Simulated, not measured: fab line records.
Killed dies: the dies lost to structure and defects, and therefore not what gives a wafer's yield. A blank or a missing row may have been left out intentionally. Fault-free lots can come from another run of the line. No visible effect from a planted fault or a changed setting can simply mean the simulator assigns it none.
Split-lot experiment	flow n5_finfet	21 wafers read across 7 lots, on a route 1938 steps long

== SPLIT DETAILS ==
At N5_FIN_SAQP_MANDREL_ETCH_22 (etches a-Si in HBr/Cl2, stops on SiNx, target depth 60 nm, bt time 10 s, time 30 s), the setting icp_w was moved away from the recipe's 800 W on 6 of the 21 wafers read, by -16.5% to -9.5%. The other wafers ran this setting at the recipe's value.

The reading comes from the split's own step.

== THE READING ==
SOC_of_FIN_SAQP_COAT_49.thk_nm (the simulator's own value, which no gauge read), in nm, at N5_FIN_SAQP_MANDREL_ETCH_22 (etches a-Si in HBr/Cl2, stops on SiNx, target depth 60 nm, bt time 10 s, time 30 s). The file gives no usual value for it. Across the 15 wafers here that went through the recipe, the average is 75.97 nm and the standard deviation 0.32 nm.

wafer	tool, chamber at the split	icp_w as run, W	against the recipe	SOC_of_FIN_SAQP_COAT_49.thk_nm, nm	against lot-mates on the recipe
L075.2	rie_si-01, 3	800	recipe	75.97	-
L075.4	rie_si-01, 0	712.3	-11.0%	77.84	+1.84
L075.6	rie_si-01, 2	800	recipe	76.04	-
L076.3	rie_si-03, 3	705.7	-11.8%	76.99	+0.67
L076.4	rie_si-03, 2	800	recipe	76	-
L076.6	rie_si-03, 0	800	recipe	76.63	-
L078.2	rie_si-05, 1	800	recipe	76.15	-
L078.4	rie_si-05, 3	724.1	-9.5%	77.21	+0.85
L078.6	rie_si-05, 0	800	recipe	76.56	-
L080.3	rie_si-03, 3	800	recipe	76.06	-
L080.4	rie_si-03, 1	800	recipe	75.65	-
L080.6	rie_si-03, 2	800	recipe	76.17	-
L088.2	rie_si-01, 3	667.6	-16.5%	77.62	+1.89
L088.5	rie_si-01, 0	800	recipe	75.88	-
L088.6	rie_si-01, 3	800	recipe	75.58	-
L090.2	rie_si-01, 1	800	recipe	75.6	-
L090.3	rie_si-01, 3	800	recipe	75.66	-
L090.6	rie_si-01, 1	800	recipe	75.96	-
L091.2	rie_si-01, 2	800	recipe	75.61	-
L091.3	rie_si-01, 3	710.9	-11.1%	76.18	+0.57
L091.5	rie_si-01, 2	710.9	-11.1%	76.6	+0.99

THE FIT
A straight line over all 21 wafers: SOC_of_FIN_SAQP_COAT_49.thk_nm changes by -0.093 nm for each +1% of icp_w; r = -0.79; the points scatter about the line by 0.41 nm.
The same after taking each lot's own level away (the mean of its wafers on the recipe; 21 wafers): -0.098 nm for each +1%; r = -0.88; scatter 0.3 nm.
Per that fit: largest icp_w move, reading shift of 1.6 nm.
Measured against the standard deviation above, the lots' own levels, which go from 75.610 to 76.355 nm, span 2.4 times it.
So the lot-to-lot level blurs the effect unless lot-mates are compared.
Check: with one of the wafers moved furthest among these (-16.5%) left out of the fit, the line predicts +1.48 nm for it against its lot-mates. Against them it came out at +1.89 nm.

== ADDITIONAL SPLITS CARRIED BY THESE WAFERS ==
Other splits were also applied to these wafers ahead of the reading. Each is held against what the fit with the lots' levels taken away leaves over:
other split on the same wafers	wafers away from the commonest value	r with SOC_of_FIN_SAQP_COAT_49.thk_nm (lot level and that fit taken away)
N5_ZERO_LAYER_COAT_05 spin_rpm	12	+0.21
N5_ZERO_LAYER_EXPOSE_08 dose_mj	5	+0.17
N5_PMOS_HMC_CHANNEL_EPI_PEB_07 peb_time_s	7	-0.15
N5_PMOS_HMC_CHANNEL_EPI_DEVELOP_08 develop_time_s	9	+0.28

== FILE'S OWN FIT ==
SOC_of_FIN_SAQP_COAT_49.thk_nm changes by -0.102 nm for each +1% of icp_w, r = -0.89.
